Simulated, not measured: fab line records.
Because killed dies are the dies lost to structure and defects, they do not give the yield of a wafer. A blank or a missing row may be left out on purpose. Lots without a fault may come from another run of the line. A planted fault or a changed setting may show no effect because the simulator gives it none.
fab line records -- flow n5-finfet
record: lots: 11, wafers: 33, last-day: 17
route steps=1938 shown BEOL_M7@1324 TV_OPEN@1889 PASSIVATION@1906
lots that met no fault: taken from a fault-free run of the same line
start-h: start of the lot's first displayed wafer, in hours after the record's first day -- wait-h: time in hours since the lot's previous step -- " unchanged from the row above -- L1.1+2: one row covering several wafers at once -- - no value, or no start given -- * or withheld: withheld -- < > ~ a bound
route shown NAME@n: names a module that has steps shown in the file, with the first one's number in the route -- usual: mean and standard deviation over wafers with no fault -- same: alike in all rows -- chamber/n: place in a boat -- sites: readings site by site -- _std_site: how widely they spread, as a standard deviation -- _edge_site: mean of outer sites minus mean of inner sites -- radius-mm: for every site, how far away it sits from the centre of the wafer -- mask NAME#n: copy n -- behind: the tool/chamber that last shaped the wafer -- hold: why the lot went on hold/how many hours it stayed there/how the hold came to an end -- device: which transistor (n, p or np) failed to switch -- end of line: at the end of the route, the tests of the same wafers -- for a step that has no rows: nothing shown but its recipe -- killed: not the wafer's yield, but the dies lost to structure and defects at the first sort -- map: shows each die of a wafer: x if killed, . if not, _ if none is there
set.NAME: the setting the step ran with; set.NAME@STEP: the setting that earlier step ran with -- model.NAME: the simulator's own value behind a step, which no gauge read
a sample of lots followed through the steps of the route, with each step as a table and each wafer as a row
services: from which hour (start-h, from the record's first day; less than 0 if before it) a tool's chamber was out of use, for how many hours, and why
== steps ==
step: N5_BEOL_M7_ECD_50
recipe: material: Cu, target-thk-a: 3000
lot.wafer,tool,chamber,start-h,wait-h
L491.1+4+5,ecd-cu-01,"1,0,0",200.65,0.1
L493.1+3+5,ecd-cu-01,"0,1,1",214.62,0.1
L494.1+5+6,ecd-cu-01,"1,0,1",244.98,0.1
L500.1+2+5,ecd-cu-01,"0,1,1",257.71,0.1
L496.2+4+6,ecd-cu-02,"0,1,0",260.69,0.1
L498.1+2+5,ecd-cu-01,"1,0,1",267.87,0.1
L497.1+2+5,ecd-cu-01,"1,0,0",271.69,0.1
L501.1+4+5,ecd-cu-01,"1,1,0",280.74,0.1
L507.1+4+5,ecd-cu-02,"1,0,1",304.24,0.1
L510.1+4+6,ecd-cu-02,"0,0,1",334.60,0.1
L513.1+3+5,ecd-cu-02,0,335.64,0.1
step: N5_PASSIVATION_STRIP_14
recipe: chemistry: O2, power-w: 600, temp-c: 60, pressure-mtorr: 30, rf-frequency-hz: 6e+07, bias-power-w: 0, overash-fraction: 0.5, o2-flow-sccm: 225
usual: drypump-motor-current-A: 5.8/0.45, oes-product-au: 0.79/0.1, rf-vpp-V: 3.6/0.86, showerhead-plenum-p-Torr: 2.10/0.072, throttle-valve-pct: 16.75/0.28
same: overash-fraction: 0.5
lot.wafer,tool,chamber,start-h,wait-h,drypump-motor-current-A,oes-product-au,rf-hours-counter-h,rf-vpp-V,showerhead-plenum-p-Torr,throttle-valve-pct
L491.1,rie-diel-02,1,268.60,0.1,5.9,0.91,34,2.5,2.22,16.26
L491.4,rie-diel-02,0,268.60,0.1,6.0,0.70,-,3.2,2.06,17.13
L491.5,rie-diel-02,1,268.60,0.1,5.9,0.91,-,2.7,2.22,16.24
L493.1,rie-diel-04,3,284.85,0.1,5.6,0.94,17,5.0,2.23,16.64
L493.3,rie-diel-04,0,284.85,0.1,6.1,0.71,214,2.8,2.08,16.92
L493.5,rie-diel-04,1,284.85,0.1,6.6,0.73,-,4.2,2.00,16.89
L494.1,rie-diel-02,3,304.36,0.1,4.8,0.71,222,4.4,2.08,17.04
L494.5,rie-diel-02,1,304.36,0.1,5.9,0.88,-,3.9,2.21,16.28
L494.6,rie-diel-02,3,304.36,0.1,4.8,0.72,-,2.7,2.08,16.99
L500.1,rie-diel-05,3,321.56,0.1,5.6,0.70,232,4.5,2.07,17.22
L500.2,rie-diel-05,2,321.56,0.1,5.5,0.87,30,3.6,2.04,16.28
L500.5,rie-diel-05,0,321.56,0.1,5.4,0.67,-,3.5,2.06,16.91
L496.2,rie-diel-04,0,334.26,0.1,6.1,0.68,228,4.8,2.07,16.93
L496.4,rie-diel-04,2,334.26,0.1,5.5,0.73,215,3.6,2.17,16.84
L496.6,rie-diel-04,2,334.26,0.1,5.5,0.72,-,2.9,2.17,16.88
L497.1,rie-diel-04,1,338.68,0.1,6.5,0.73,211,3.9,1.99,16.93
L497.2,rie-diel-04,3,338.68,0.1,5.6,0.92,34,3.9,2.22,16.68
L497.5,rie-diel-04,3,338.68,0.1,5.7,0.91,-,3.9,2.22,16.68
L498.1,rie-diel-05,1,339.25,0.1,6.7,0.66,254,4.8,2.06,17.01
L498.2,rie-diel-05,3,339.25,0.1,5.6,0.69,240,3.8,2.06,17.28
L498.5,rie-diel-05,3,339.25,0.1,5.6,0.68,-,4.1,2.07,17.29
L501.1,rie-diel-05,0,347.63,0.1,5.4,0.98,2,4.8,2.06,16.47
L501.4,rie-diel-05,0,347.63,0.1,5.4,0.97,-,3.7,2.06,16.46
L501.5,rie-diel-05,1,347.63,0.1,6.7,0.67,-,2.0,2.05,17.00
L507.1,rie-diel-02,2,375.29,0.1,5.6,0.70,198,4.1,2.09,16.65
L507.4,rie-diel-02,0,375.29,0.1,6.0,0.93,17,3.9,2.05,16.72
L507.5,rie-diel-02,1,375.29,0.1,5.9,0.84,-,3.9,2.20,16.33
L510.1,rie-diel-05,2,400.35,0.1,5.5,0.84,62,3.4,2.03,16.33
L510.4,rie-diel-05,0,400.35,0.1,5.4,0.92,22,3.3,2.05,16.51
L510.6,rie-diel-05,0,400.35,0.1,5.4,0.92,-,3.9,2.05,16.49
L513.1,rie-diel-04,1,400.49,0.1,6.6,0.71,229,3.2,1.99,16.94
L513.3,rie-diel-04,3,400.49,0.1,5.7,0.88,53,3.1,2.22,16.72
L513.5,rie-diel-04,0,400.49,0.1,6.1,0.67,-,4.0,2.07,17.01
step: N5_PASSIVATION_OVL_MEAS_63
recipe: points-per-wafer: 44
usual: PAD_OVL: 2/4.6
lot.wafer,tool,chamber,start-h,wait-h,PAD_OVL[nm]
L491.1,overlay-01,0,269.60,0.0,-2
L491.4,overlay-01,0,269.60,0.0,-2
L491.5,overlay-01,0,269.60,0.0,-2
L493.1,overlay-01,0,286.15,0.0,2
L493.3,overlay-01,0,286.15,0.0,-1
L493.5,overlay-01,0,286.15,0.0,5
L494.1,overlay-02,0,305.39,0.0,3
L494.5,overlay-02,0,305.39,0.0,1
L494.6,overlay-02,0,305.39,0.0,6
L500.1,overlay-02,0,322.99,0.0,9
L500.2,overlay-02,0,322.99,0.0,1
L500.5,overlay-02,0,322.99,0.0,-1
L496.2,overlay-02,0,335.63,0.0,4
L496.4,overlay-02,0,335.63,0.0,4
L496.6,overlay-02,0,335.63,0.0,0
L497.1,overlay-01,0,340.17,0.0,2
L497.2,overlay-01,0,340.17,0.0,2
L497.5,overlay-01,0,340.17,0.0,7
L498.1,overlay-02,0,340.87,0.0,-2
L498.2,overlay-02,0,340.87,0.0,0
L498.5,overlay-02,0,340.87,0.0,-3
L501.1,overlay-01,0,348.82,0.0,7
L501.4,overlay-01,0,348.82,0.0,-3
L501.5,overlay-01,0,348.82,0.0,4
L507.1,overlay-01,0,376.60,0.0,0
L507.4,overlay-01,0,376.60,0.0,3
L507.5,overlay-01,0,376.60,0.0,9
L510.1,overlay-01,0,401.57,0.0,6
L510.4,overlay-01,0,401.57,0.0,12
L510.6,overlay-01,0,401.57,0.0,8
L513.1,overlay-01,0,401.73,0.0,6
L513.3,overlay-01,0,401.73,0.0,4
L513.5,overlay-01,0,401.73,0.0,4
step: N5_PASSIVATION_ETCH_54
recipe: chemistry: CHF3/O2, target: SiO2, target-depth-a: 8800, CHF3_flow_sccm: 50, O2_flow_sccm: 5, Ar_flow_sccm: 200, time-s: 440, mask-material: PR, pressure-mtorr: 30, source-w: 650, bias-w: 170, ion-energy-ev: 200
usual: drypump-motor-current-A: 5.8/0.39, oes-product-au: 0.79/0.072, rf-vpp-V: 524/3.5, showerhead-plenum-p-Torr: 2.42/0.073, throttle-valve-pct: 18.88/0.27
lot.wafer,tool,chamber,start-h,wait-h,drypump-motor-current-A,oes-product-au,rf-hours-counter-h,rf-vpp-V,showerhead-plenum-p-Torr,throttle-valve-pct
L491.1,rie-diel-06,3,272.28,0.1,5.4,0.80,118,527,2.43,18.71
L491.4,rie-diel-06,0,272.28,0.1,5.8,0.74,-,522,2.41,18.93
L491.5,rie-diel-06,2,272.28,0.1,6.9,0.72,-,528,2.39,19.35
L493.1,rie-diel-06,2,288.33,0.1,6.8,0.72,218,527,2.39,19.36
L493.3,rie-diel-06,1,288.33,0.1,5.7,0.79,112,519,2.33,19.09
L493.5,rie-diel-06,0,288.33,0.1,5.7,0.72,-,523,2.40,18.95
L494.1,rie-diel-06,3,307.64,0.1,5.4,0.79,133,527,2.42,18.73
L494.5,rie-diel-06,0,307.64,0.1,5.7,0.73,-,522,2.40,18.96
L494.6,rie-diel-06,1,307.64,0.1,5.8,0.78,-,519,2.32,19.12
L500.1,rie-diel-06,3,325.56,0.1,5.5,0.80,139,529,2.42,18.73
L500.2,rie-diel-06,1,325.56,0.1,5.7,0.78,128,518,2.32,19.13
L500.5,rie-diel-06,1,325.56,0.1,5.8,0.78,-,519,2.32,19.11
L496.2,rie-diel-01,2,337.86,0.1,5.9,0.69,242,530,2.47,19.07
L496.4,rie-diel-01,3,337.86,0.1,6.1,0.82,59,524,2.34,18.39
L496.6,rie-diel-01,2,337.86,0.1,5.9,0.69,-,529,2.47,19.07
L497.1,rie-diel-01,1,342.24,0.1,5.5,0.76,164,521,2.40,18.50
L497.2,rie-diel-01,3,342.24,0.1,6.1,0.82,61,523,2.34,18.42
L497.5,rie-diel-01,2,342.24,0.1,5.9,0.70,-,530,2.47,19.06
L498.1,rie-diel-01,3,343.05,0.1,6.1,0.82,61,522,2.34,18.40
L498.2,rie-diel-01,1,343.05,0.1,5.5,0.76,165,521,2.40,18.52
L498.5,rie-diel-01,1,343.05,0.1,5.5,0.76,-,522,2.40,18.49
L501.1,rie-diel-03,3,351.02,0.1,5.1,0.93,20,527,2.56,18.67
L501.4,rie-diel-03,0,351.02,0.1,6.0,0.92,27,526,2.46,18.82
L501.5,rie-diel-03,2,351.02,0.1,5.7,0.75,-,529,2.50,19.03
L507.1,rie-diel-06,0,378.90,0.1,5.8,0.71,209,521,2.39,19.00
L507.4,rie-diel-06,2,378.90,0.1,6.9,0.69,250,528,2.38,19.41
L507.5,rie-diel-06,3,378.90,0.1,5.4,0.77,-,526,2.41,18.77
L510.1,rie-diel-06,2,403.86,0.1,6.8,1.01,0,517,2.38,18.98
L510.4,rie-diel-06,3,403.86,0.1,5.4,0.76,168,527,2.41,18.78
L510.6,rie-diel-06,1,403.86,0.1,5.8,0.76,-,519,2.31,19.18
L513.1,rie-diel-01,0,404.13,0.1,5.5,0.79,116,524,2.33,19.24
L513.3,rie-diel-01,3,404.13,0.1,6.1,0.80,86,522,2.33,18.46
L513.5,rie-diel-01,2,404.13,0.1,5.9,0.93,-,530,2.46,18.66
step: N5_PASSIVATION_PROBE_49
usual: defect-limited-yield: 91.1/1.4, killed_at_M0_to_M3: 33/10, killed_at_M4_up: 15/5.8, killed-at-contacts: 13/5.9, killed-at-front-end: 39/11, killed-at-other: 4/3.6, killed-dies: 105/16, killed-on-rim: 13/3.7, killed-open: 68/11, killed-short: 34/7.8, sort_bin_5_function: 5.2/0.88, sort_bin_6_memory: 3.3/0.61, sort-n-pass: 1075/16, sort-yield-pct: 91.1/1.4
same: gross-dies: 1180, killed-at-back-side: 0, sort_bin_4_leakage[%]: 0, sort_bin_8_speed[%]: 0
lot.wafer,tool,chamber,start-h,wait-h,defect-limited-yield[%],killed_at_M0_to_M3,killed_at_M4_up,killed-at-contacts,killed-at-front-end,killed-at-other,killed-dies,killed-on-rim,killed-open,killed-short,sort_bin_5_function[%],sort_bin_6_memory[%],sort-n-pass,sort-yield-pct[%]
L497.1,prober-01,-,345.43,0.0,46.6,31,575,4,17,3,630,73,51,19,33.6,16.4,550,46.6
L497.2,prober-01,-,345.48,0.1,93.1,31,18,3,23,6,81,8,47,28,4.0,2.7,1099,93.1
L497.5,prober-01,-,345.63,0.2,91.0,50,13,9,34,0,106,16,65,36,4.7,3.7,1074,91.0
L501.1,prober-02,-,353.80,0.0,48.9,19,544,12,24,4,603,76,53,16,32.5,14.2,577,48.9
L501.4,prober-02,-,353.95,0.2,50.2,33,523,9,20,3,588,79,51,20,30.9,15.8,592,50.2
L501.5,prober-02,-,354.00,0.2,91.0,36,19,17,31,3,106,14,65,39,5.3,3.3,1074,91.0
killed by level:class
L497.1 BEOL_M7:unspecified=556 BEOL_M2:geometric-particle:open=14 BEOL_M4:geometric-particle:open=9 BEOL_M0_SAQP:geometric-particle:open=7 FIN_SAQP:geometric-particle:short=4 GATE_CUT:geometric-particle:open=3 MOL_CONTACT_COAG:geometric-particle:open=3 BEOL_M0_SAQP:geometric-particle:short=3
L497.2 BEOL_M2:geometric-particle:open=8 ILD0:geometric-particle:short=6 BEOL_M0_SAQP:geometric-particle:open=6 FIN_SAQP:geometric-particle:open=5 GATE_CUT:geometric-particle:short=4 BEOL_M0_SAQP:geometric-particle:short=4 BEOL_M1:geometric-particle:open=4 BEOL_M5:geometric-particle:open=4
L497.5 FIN_SAQP:geometric-particle:short=11 BEOL_M0_SAQP:geometric-particle:open=9 BEOL_M2:geometric-particle:open=9 MOL_CONTACT_COAG:geometric-particle:open=8 BEOL_M0_SAQP:geometric-particle:short=8 FIN_SAQP:geometric-particle:open=7 BEOL_M3:geometric-particle:open=6 ILD0:geometric-particle:open=4
L501.1 BEOL_M7:unspecified=534 MOL_CONTACT_COAG:geometric-particle:open=12 STI_FIN_REVEAL:geometric-particle:open=7 BEOL_M2:geometric-particle:open=7 BEOL_M0_SAQP:geometric-particle:short=5 DUMMY_GATE:geometric-particle:open=4 GATE_CUT:geometric-particle:open=3 BEOL_M1:geometric-particle:open=3
L501.4 BEOL_M7:unspecified=513 BEOL_M1:geometric-particle:open=8 BEOL_M3:geometric-particle:open=8 MOL_CONTACT_COAG:geometric-particle:open=7 BEOL_M2:geometric-particle:open=6 STI_FIN_REVEAL:geometric-particle:open=3 ILD0:geometric-particle:open=3 BEOL_M0_SAQP:geometric-particle:short=3
L501.5 MOL_CONTACT_COAG:geometric-particle:open=13 BEOL_M4:geometric-particle:open=10 FIN_SAQP:geometric-particle:short=8 BEOL_M2:geometric-particle:open=8 BEOL_M0_SAQP:geometric-particle:short=7 BEOL_M3:geometric-particle:open=6 FIN_SAQP:geometric-particle:open=5 DUMMY_GATE:geometric-particle:open=4
== services ==
tool,chamber,start-h,hours,kind
rie-diel-03,1,191.39,1.3,repair
rie-diel-02,0,202.66,7.8,repair
rie-diel-02,2,206.69,6.6,repair
rie-diel-05,2,209.91,-,clean
rie-diel-05,2,209.91,-,consumable-replace:focus-ring
ecd-cu-02,-,218.67,12.1,repair
rie-diel-01,1,247.05,2.6,repair
rie-diel-03,3,247.54,9.3,repair
ecd-cu-01,-,263.90,0.5,repair
rie-diel-03,-,267.25,1.6,repair
rie-diel-02,3,267.45,4.0,repair
rie-diel-02,-,275.75,2.8,pm
ecd-cu-01,-,326.55,2.7,repair
rie-diel-03,2,330.71,4.4,repair
rie-diel-06,-,370.27,2.8,pm
rie-diel-06,2,379.23,-,clean
rie-diel-06,2,379.23,-,consumable-replace:esc
rie-diel-06,2,379.23,-,consumable-replace:focus-ring
rie-diel-06,2,379.23,23.6,scheduled-down
rie-diel-06,2,379.23,23.6,vent-cycle
rie-diel-06,1,389.46,5.7,repair
rie-diel-03,3,390.81,4.9,repair
rie-diel-02,3,398.43,8.6,repair
ecd-cu-02,-,401.43,7.2,pm
== key ==
first-sign: step: N5_PASSIVATION_PROBE_49, reading: killed_at_M4_up, direction: up, sigmas: 92, usual: 15, struck: 547
effect: step: N5_PASSIVATION_PROBE_49, reading: defect-limited-yield, direction: down, sigmas: 31, usual: 91.1, struck: 48.6
more-kills-born-at: N5_BEOL_M7_ECD_50@ecd-cu-01: 1603
met-at N5_BEOL_M7_ECD_50
struck-lots L497,L501
struck-wafers L497.1,L501.1,L501.4
not-acting-at N5_PASSIVATION_STRIP_14,N5_PASSIVATION_OVL_MEAS_63,N5_PASSIVATION_ETCH_54
onset-between 267.87 271.69
fault: kind: chamber-particle-source, tool: ecd-cu-01, chamber: 1, onset-h: 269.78, steps: N5_BEOL_M7_ECD_50, rate-per-visit-cm2: 1.1741, end-h: 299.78
